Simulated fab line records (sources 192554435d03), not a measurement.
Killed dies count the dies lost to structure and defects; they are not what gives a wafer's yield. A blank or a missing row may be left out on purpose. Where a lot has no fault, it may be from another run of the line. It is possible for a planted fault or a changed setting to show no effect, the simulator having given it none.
fab line records ; flow n5_finfet
[record] lots = 10; wafers = 30; last_day = 18
route steps=1938 shown HKMG_FIN@420 BEOL_M4@1111
lots with no fault: from the same line, run without faults
start_h: start of the lot's first displayed wafer, in hours after the record's first day ; wait_h: how many hours have passed since the lot's step before this one ; " same as the row above ; L1.1+2: several wafers, shown together as one row ; - either no value or no given start ; * or withheld: withheld ; < > ~ a bound
route shown NAME@n: names a module that has steps shown in the file, with the first one's number in the route ; usual: mean/standard deviation of fault-free wafers ; same: alike in all rows ; chamber/n: place in a boat ; sites: readings site by site ; _std_site: their standard deviation ; _edge_site: mean of outer sites minus mean of inner sites ; radius_mm: for every site, how far away it sits from the centre of the wafer ; mask NAME#n: copy n ; behind: the last tool/chamber to shape the wafer ; hold: why the lot was held/for how many hours/how that ended ; device: the n, p or np transistor that did not switch ; end of line: the same wafers' tests at the end of the route ; where a step has no rows: the recipe by itself ; killed: the dies lost at the first sort to structure and to defects; this is not the yield of the wafer ; map: per-die view of a wafer (x killed, . not killed, _ where there is no die)
set.NAME: the setting that was run; set.NAME@STEP: the one run at that earlier step ; model.NAME: the simulator's own value behind a step, which no gauge read
a sample of lots followed through the steps of the route, with each step as a table and each wafer as a row
services: a tool's chamber out of use, with start hour (start_h, from the record's first day; less than 0 if before it), hours out, and reason
[[steps]]
[step N5_HKMG_FIN_THK_MEAS_70]
[recipe] thk_meas_gauge = xrf; reads = HfO2_of_HKMG_FIN_HK_ALD_01
[usual] HK_THK = 1.602/0.019
lot.wafer;tool;chamber;start_h;wait_h;HK_THK[nm]
L506.3;film_metro-02;-;81.81;0.2;1.588
L506.4;film_metro-02;-;81.81;0.2;1.594
L506.6;film_metro-02;-;81.81;0.2;1.630
L508.1;film_metro-01;-;90.89;0.2;1.575
L508.4;film_metro-01;-;90.89;0.2;1.598
L508.5;film_metro-01;-;90.89;0.2;1.604
L509.1;film_metro-02;-;98.29;0.2;1.585
L509.3;film_metro-02;-;98.29;0.2;1.564
L509.5;film_metro-02;-;98.29;0.2;1.625
L510.2;film_metro-01;-;108.04;0.2;1.579
L510.3;film_metro-01;-;108.04;0.2;1.598
L510.6;film_metro-01;-;108.04;0.2;1.582
L515.2;film_metro-01;-;140.25;0.2;1.614
L515.4;film_metro-01;-;140.25;0.2;1.586
L515.5;film_metro-01;-;140.25;0.2;1.605
L521.2;film_metro-02;-;172.58;0.2;1.593
L521.5;film_metro-02;-;172.58;0.2;1.551
L521.6;film_metro-02;-;172.58;0.2;1.568
L522.2;film_metro-01;-;176.87;0.2;1.602
L522.5;film_metro-01;-;176.87;0.2;1.619
L522.6;film_metro-01;-;176.87;0.2;1.593
L524.3;film_metro-02;-;190.45;0.2;1.621
L524.4;film_metro-02;-;190.45;0.2;1.632
L524.6;film_metro-02;-;190.45;0.2;1.590
L527.2;film_metro-01;-;206.64;0.2;1.601
L527.3;film_metro-01;-;206.64;0.2;1.577
L527.4;film_metro-01;-;206.64;0.2;1.610
L528.1;film_metro-01;-;217.42;0.2;1.599
L528.3;film_metro-01;-;217.42;0.2;1.593
L528.6;film_metro-01;-;217.42;0.2;1.594
[step N5_HKMG_FIN_COAT_66]
[recipe] resist = SOC; temp_c = 250; time_s = 60; spin_rpm = 1500; resist_thk_nm = 300
[usual] run_length_s = 66.21/0.13
lot.wafer;tool;chamber;start_h;wait_h;run_length_s
L506.3;litho_track-04;0;85.02;0.2;66.07
L506.4;litho_track-04;0;85.02;0.2;66.08
L506.6;litho_track-04;0;85.02;0.2;66.46
L508.1;litho_track-02;0;94.32;0.2;66.36
L508.4;litho_track-02;0;94.32;0.2;66.37
L508.5;litho_track-02;0;94.32;0.2;66.08
L509.1;litho_track-02;0;101.92;0.2;66.12
L509.3;litho_track-02;0;101.92;0.2;66.05
L509.5;litho_track-02;0;101.92;0.2;66.11
L510.2;litho_track-02;0;111.35;0.2;66.04
L510.3;litho_track-02;0;111.35;0.2;66.39
L510.6;litho_track-02;0;111.35;0.2;66.07
L515.2;litho_track-02;0;143.54;0.2;66.21
L515.4;litho_track-02;0;143.54;0.2;66.12
L515.5;litho_track-02;0;143.54;0.2;66.08
L521.2;litho_track-02;0;176.28;0.2;66.04
L521.5;litho_track-02;0;176.28;0.2;76.09
L521.6;litho_track-02;0;176.28;0.2;66.25
L522.2;litho_track-02;0;180.39;0.2;66.09
L522.5;litho_track-02;0;180.39;0.2;76.10
L522.6;litho_track-02;0;180.39;0.2;66.25
L524.3;litho_track-05;0;193.75;0.2;66.17
L524.4;litho_track-05;0;193.75;0.2;66.22
L524.6;litho_track-05;0;193.75;0.2;66.19
L527.2;litho_track-05;0;210.10;0.2;66.24
L527.3;litho_track-05;0;210.10;0.2;66.21
L527.4;litho_track-05;0;210.10;0.2;66.47
L528.1;litho_track-04;0;220.81;0.2;66.29
L528.3;litho_track-04;0;220.81;0.2;66.46
L528.6;litho_track-04;0;220.81;0.2;66.19
[step N5_HKMG_FIN_ETCH_67]
[recipe] chemistry = N2/H2; target = SOC; target_depth_a = 3889; stop_on = TiN; ion_energy_ev = 100; bias_w = 61; pressure_mtorr = 30; source_w = 850; n2_flow_sccm = 200; h2_flow_sccm = 200
[usual] drypump_motor_current_A = 5.5/0.42; oes_product_au = 0.79/0.097; rf_vpp_V = 240.9/1.4; showerhead_plenum_p_Torr = 2.55/0.094; throttle_valve_pct = 17.7/0.4
lot.wafer;tool;chamber;start_h;wait_h;drypump_motor_current_A;oes_product_au;rf_hours_counter_h;rf_vpp_V;showerhead_plenum_p_Torr;throttle_valve_pct
L506.3;rie_diel-03;2;85.09;-;6.0;0.94;9;242.6;2.69;17.2
L506.4;rie_diel-03;1;85.09;-;5.0;0.69;229;239.2;2.42;18.1
L506.6;rie_diel-03;2;85.09;-;6.0;0.93;-;242.4;2.69;17.2
L508.1;rie_diel-03;3;94.38;-;5.4;0.81;65;241.6;2.66;17.4
L508.4;rie_diel-03;0;94.38;-;5.5;0.73;158;239.2;2.44;18.3
L508.5;rie_diel-03;3;94.38;-;5.4;0.81;-;243.8;2.66;17.5
L509.1;rie_diel-05;1;102.08;-;5.6;0.82;86;238.2;2.45;17.7
L509.3;rie_diel-05;0;102.08;-;4.7;0.93;10;241.8;2.61;17.4
L509.5;rie_diel-05;2;102.08;-;5.7;0.69;-;240.4;2.50;17.8
L510.2;rie_diel-01;2;111.42;-;5.9;0.70;233;239.5;2.38;18.1
L510.3;rie_diel-01;1;111.42;-;5.0;0.70;195;241.1;2.64;18.4
L510.6;rie_diel-01;2;111.42;-;5.9;0.70;-;239.3;2.38;18.1
L515.2;rie_diel-01;2;143.60;-;5.9;0.69;249;239.6;2.38;18.1
L515.4;rie_diel-01;3;143.60;-;5.6;0.78;-;241.2;2.56;17.4
L515.5;rie_diel-01;2;143.60;-;6.0;0.68;-;237.7;2.38;18.1
L521.2;rie_diel-01;0;176.34;-;5.8;0.93;9;240.3;2.59;17.8
L521.5;rie_diel-01;1;176.34;-;5.1;0.68;-;240.1;2.63;18.4
L521.6;rie_diel-01;3;176.34;-;5.6;0.76;-;241.7;2.55;17.4
L522.2;rie_diel-03;0;180.84;-;5.5;0.70;184;238.1;2.43;18.4
L522.5;rie_diel-03;3;180.84;-;5.4;0.79;-;243.2;2.65;17.5
L522.6;rie_diel-03;0;180.84;-;5.5;0.71;-;240.3;2.43;18.4
L524.3;rie_diel-01;0;193.81;-;5.8;0.91;15;242.7;2.59;17.8
L524.4;rie_diel-01;2;193.81;-;5.9;0.96;3;241.6;2.69;17.6
L524.6;rie_diel-01;3;193.81;-;5.6;0.76;-;239.9;2.55;17.5
L527.2;rie_diel-01;2;210.16;-;5.9;0.94;8;242.3;2.69;17.6
L527.3;rie_diel-01;0;210.16;-;5.8;0.90;20;240.5;2.59;17.8
L527.4;rie_diel-01;1;210.16;-;5.1;0.68;235;240.2;2.63;18.5
L528.1;rie_diel-05;3;220.87;-;6.3;0.88;38;240.6;2.45;17.1
L528.3;rie_diel-05;2;220.87;-;5.7;0.66;246;240.4;2.48;17.9
L528.6;rie_diel-05;2;220.87;-;5.7;0.67;-;240.0;2.48;17.9
[step N5_HKMG_FIN_ALD_21]
[recipe] material = TiN; target_thk_a = 15; temp_c = 400; ald_precursor_family = TiCl4; ald_co_reactant = NH3; pulse_time_s = 1; purge_time_s = 3; co_reactant_purge_time_s = 2; co_reactant_pulse_time_s = 2; ald_cycles = 68; pressure_torr = 3
[usual] chamber_pressure_Torr = 3.000/0.0066; heater_power_w = 915/140; precursor_pulse_height_rel = 1.001/0.021
lot.wafer;tool;chamber;start_h;wait_h;chamber_pressure_Torr;heater_power_w;precursor_pulse_height_rel
L506.3;ald_metal-03;1;85.84;0.1;2.994;1141;0.997
L506.4;ald_metal-03;3;85.84;0.1;2.988;937;0.963
L506.6;ald_metal-03;1;85.84;0.1;2.998;1143;1.025
L508.1;ald_metal-03;1;95.24;0.3;3.003;1160;0.986
L508.4;ald_metal-03;2;95.24;0.3;3.013;801;1.017
L508.5;ald_metal-03;3;95.24;0.3;3.004;961;1.003
L509.1;ald_metal-03;3;102.95;0.3;2.995;978;0.989
L509.3;ald_metal-03;2;102.95;0.3;3.000;785;0.985
L509.5;ald_metal-03;1;102.95;0.3;3.007;1119;1.021
L510.2;ald_metal-04;0;112.17;0.3;2.997;679;0.998
L510.3;ald_metal-04;3;112.17;0.3;3.004;1138;0.981
L510.6;ald_metal-04;2;112.17;0.3;3.008;780;0.993
L515.2;ald_metal-02;2;144.35;0.3;2.986;834;0.988
L515.4;ald_metal-02;1;144.35;0.3;3.014;893;0.970
L515.5;ald_metal-02;2;144.35;0.3;2.998;850;0.995
L521.2;ald_metal-04;2;177.08;0.3;3.007;777;1.023
L521.5;ald_metal-04;3;177.08;0.3;2.997;1114;0.994
L521.6;ald_metal-04;2;177.08;0.3;3.000;765;0.992
L522.2;ald_metal-03;1;181.61;0.3;3.004;1172;0.990
L522.5;ald_metal-03;1;181.61;0.3;2.989;1148;1.025
L522.6;ald_metal-03;0;181.61;0.3;2.995;691;0.982
L524.3;ald_metal-04;0;194.55;0.1;3.003;671;1.009
L524.4;ald_metal-04;1;194.55;0.1;2.994;1073;1.027
L524.6;ald_metal-04;3;194.55;0.1;3.009;1142;1.002
L527.2;ald_metal-03;3;210.90;0.3;2.998;974;0.946
L527.3;ald_metal-03;1;210.90;0.3;2.998;1167;1.028
L527.4;ald_metal-03;2;210.90;0.3;3.015;788;1.034
L528.1;ald_metal-02;3;221.61;0.3;3.003;853;0.997
L528.3;ald_metal-02;0;221.61;0.3;3.006;947;1.020
L528.6;ald_metal-02;1;221.61;0.3;3.001;912;0.986
[step N5_BEOL_M4_RC_MEAS_101]
[usual] DIBL_N = 37.5/2.5; DIBL_P = 38/3.1; IOFF_N = 0.19/0.059; IOFF_P = 0.24/0.061; ION_N = 679/16; ION_P = 465/9.8; SS_N = 72.0/0.8; SS_P = 73.7/0.86; VT_N = 248/4.5; VT_P = -249/3.5
lot.wafer;tool;chamber;start_h;wait_h;DIBL_N[mV/V];DIBL_P[mV/V];IOFF_N[nA/um];IOFF_P[nA/um];ION_N[uA/um];ION_P[uA/um];SS_N[mV/dec];SS_P[mV/dec];VT_N[mV];VT_P[mV]
L506.3;prober-02;0;170.07;0.3;37.3;38;0.18;0.23;677;459;72.0;73.5;250;-250
L506.4;prober-02;0;170.07;0.3;37.3;40;0.19;0.27;675;465;72.5;74.2;248;-248
L506.6;prober-02;0;170.07;0.3;37.4;38;0.18;0.22;676;460;72.6;73.8;255;-252
L508.1;prober-01;0;188.43;0.0;35.7;36;0.15;0.19;673;458;71.9;72.4;253;-250
L508.4;prober-01;0;188.43;0.0;33.3;34;0.11;0.17;651;455;70.6;71.8;255;-253
L508.5;prober-01;0;188.43;0.0;37.1;38;0.18;0.24;669;461;71.6;73.8;248;-249
L509.1;prober-02;0;188.58;0.0;37.5;38;0.19;0.24;679;463;71.3;73.4;249;-248
L509.3;prober-02;0;188.58;0.0;41.0;43;0.31;0.37;711;480;72.8;75.0;238;-242
L509.5;prober-02;0;188.58;0.0;37.7;38;0.18;0.25;683;469;72.1;73.4;248;-247
L510.2;prober-02;0;191.94;0.2;31.0;28;0.08;0.12;644;452;70.6;70.8;259;-255
L510.3;prober-02;0;191.94;0.2;33.5;33;0.12;0.18;679;467;69.8;72.5;253;-251
L510.6;prober-02;0;191.94;0.2;33.7;35;0.13;0.19;672;462;70.2;73.0;250;-250
L515.2;prober-01;0;251.57;0.2;39.7;42;0.30;0.37;716;484;72.8;74.3;239;-239
L515.4;prober-01;0;251.57;0.2;33.7;34;0.13;0.19;670;461;72.0;72.9;252;-251
L515.5;prober-01;0;251.57;0.2;36.6;38;0.21;0.29;701;486;71.9;74.4;241;-244
L521.2;prober-02;0;262.83;0.2;36.4;37;0.15;0.19;668;458;71.9;73.5;253;-251
L521.5;prober-02;0;262.83;0.2;36.4;37;0.15;0.20;679;466;72.0;73.8;252;-252
L521.6;prober-02;0;262.83;0.2;37.9;40;0.19;0.24;689;471;72.1;74.0;248;-248
L522.2;prober-01;0;283.52;0.2;40.7;41;0.24;0.26;697;471;72.1;74.2;243;-248
L522.5;prober-01;0;283.52;0.2;38.4;37;0.19;0.20;664;453;72.4;73.8;251;-255
L522.6;prober-01;0;283.52;0.2;34.4;34;0.12;0.16;658;449;71.9;72.4;255;-254
L524.3;prober-02;0;288.15;0.3;37.6;37;0.19;0.24;683;463;72.1;73.9;249;-249
L524.4;prober-02;0;288.15;0.3;35.7;34;0.16;0.21;667;462;71.5;73.3;249;-250
L524.6;prober-02;0;288.15;0.3;37.4;36;0.20;0.24;685;466;72.0;73.8;244;-250
L527.2;prober-02;0;312.12;0.2;37.5;39;0.18;0.22;679;466;72.5;73.7;251;-252
L527.3;prober-02;0;312.12;0.2;34.7;35;0.13;0.17;673;459;71.5;73.4;254;-252
L527.4;prober-02;0;312.12;0.2;37.5;40;0.19;0.26;677;463;72.1;74.5;248;-249
L528.1;prober-02;0;317.13;0.0;36.5;37;0.18;0.22;681;462;72.6;73.0;250;-249
L528.3;prober-02;0;317.13;0.0;36.5;39;0.19;0.27;690;476;72.7;74.0;247;-247
L528.6;prober-02;0;317.13;0.0;36.0;37;0.15;0.20;677;461;72.3;73.7;253;-253
[[services]]
tool;chamber;start_h;hours;kind
rie_diel-05;2;79.97;7.6;repair
ald_metal-03;0;83.19;60.3;repair
ald_metal-03;-;88.17;0.3;repair
rie_diel-01;3;91.95;1.8;repair
rie_diel-03;3;102.94;20.2;repair
rie_diel-03;2;110.03;1.3;repair
rie_diel-03;-;114.49;14.6;pm
rie_diel-01;3;120.80;2.2;repair
rie_diel-01;1;123.00;5.2;repair
ald_metal-02;-;137.72;6.0;pm
rie_diel-01;0;141.30;-;clean
rie_diel-01;0;141.30;-;consumable_replace:focus_ring
rie_diel-01;0;141.30;18.6;scheduled_down
rie_diel-01;0;141.30;18.6;vent_cycle
rie_diel-03;1;157.81;-;clean
rie_diel-03;1;157.81;-;consumable_replace:focus_ring
rie_diel-03;1;157.81;-;consumable_replace:showerhead
rie_diel-01;2;159.92;-;clean
rie_diel-01;2;159.92;-;consumable_replace:focus_ring
rie_diel-01;2;159.92;-;consumable_replace:showerhead
rie_diel-01;2;159.92;23.7;scheduled_down
rie_diel-01;2;159.92;23.7;vent_cycle
rie_diel-03;0;167.94;1.8;repair
ald_metal-04;0;168.96;11.9;repair
[[key]]
[first_sign] step = N5_HKMG_FIN_COAT_66; reading = run_length_s; direction = up; sigmas = 77; usual = *; struck = *
effect none on later readings
met_at N5_HKMG_FIN_COAT_66
struck_lots L521,L522
struck_wafers L521.5,L522.5
not_acting_at N5_HKMG_FIN_THK_MEAS_70,N5_HKMG_FIN_ETCH_67,N5_HKMG_FIN_ALD_21
onset_between 143.54 176.28
[fault] kind = process_parameter_drift; tool = litho_track-02; chamber = -; onset_h = 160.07; steps = N5_HKMG_FIN_COAT_66; channel = time_s; offset = *; shape = step; end_h = 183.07; scope = struck_wafers_only; acts_in = *; stated = *
